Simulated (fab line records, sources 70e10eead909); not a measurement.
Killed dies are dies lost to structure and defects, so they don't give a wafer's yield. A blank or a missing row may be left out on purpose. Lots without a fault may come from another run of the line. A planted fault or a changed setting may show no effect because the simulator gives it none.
Chamber matching | flow nand_harc | NHARC_A_CONTACT_ETCH_75 on rie_diel-02: 4 sister chambers
The step etches the open film in CF4, target depth 39 nm, time 65 s. 14 wafers are shown with their chamber, then 7 later ones without.

WAFERS WITH THEIR CHAMBER
wafer  | chamber | showerhead_plenum_p_Torr (Torr) | oes_product_au (a.u.) | throttle_valve_pct (%)
L589.2 | 1       | 1.82                            | 1.008                 | 13.286
L589.3 | 3       | 1.83                            | 0.976                 | 13.273
L589.5 | 0       | 1.83                            | 0.992                 | 13.284
L597.1 | 0       | 1.82                            | 0.990                 | 13.277
L597.4 | 3       | 1.83                            | 0.986                 | 13.261
L597.6 | 1       | 1.82                            | 1.015                 | 13.295
L599.2 | 0       | 1.82                            | 1.003                 | 13.270
L599.3 | 1       | 1.82                            | 1.026                 | 13.294
L599.5 | 0       | 1.82                            | 1.004                 | 13.302
L601.3 | 1       | 1.82                            | 1.007                 | 13.297
L601.5 | 3       | 1.83                            | 1.005                 | 13.281
L601.6 | 0       | 1.82                            | 1.006                 | 13.278
L602.3 | 2       | 1.65                            | 0.998                 | 13.274
L602.4 | 3       | 1.83                            | 1.001                 | 13.304

SIGNATURES (means of the wafers above)
reading                  | chamber 0 | chamber 1 | chamber 2 | chamber 3 | scatter within a chamber
showerhead_plenum_p_Torr | 1.8220    | 1.8200    | 1.6500    | 1.8300    | 0.00283
oes_product_au           | 0.99900   | 1.01400   | 0.99800   | 0.99200   | 0.00996
throttle_valve_pct       | 13.28220  | 13.29300  | 13.27400  | 13.27975  | 0.0128
Rule: a wafer's distance from a chamber is the root of the sum, over the readings, of the square of ((its reading less the chamber's mean) divided by the reading's scatter). The wafer belongs to the nearest chamber; if the next one is less than 2 further off, it can't be placed. The scatter: the root of (the sum of the squares of (reading less its chamber's mean) over the shown wafers, divided by (wafers less chambers)).

WAFERS WITHOUT THEIR CHAMBER
wafer  | showerhead_plenum_p_Torr (Torr) | oes_product_au (a.u.) | throttle_valve_pct (%)
L602.6 | 1.65                            | 0.997                 | 13.300
L611.2 | 1.82                            | 0.982                 | 13.290
L611.5 | 1.82                            | 0.986                 | 13.279
L611.6 | 1.64                            | 0.995                 | 13.290
L610.1 | 1.82                            | 0.988                 | 13.295
L610.3 | 1.82                            | 0.999                 | 13.264
L610.4 | 1.81                            | 0.999                 | 13.298

WHICH CHAMBER EACH WENT THROUGH
wafer  | from the rows above          | in truth
L602.6 | 2                            | 2
L611.2 | can't be placed: 0 or 1 or 3 | 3
L611.5 | can't be placed: 0 or 1      | 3
L611.6 | 2                            | 2
L610.1 | can't be placed: 0 or 1      | 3
L610.3 | can't be placed: 0 or 1      | 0
L610.4 | can't be placed: 1 or 0      | 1
Placed correctly: 2 of 7. Can't be placed from these rows: 5 (the true chamber is among the candidates in 3). Placed wrongly: 0.
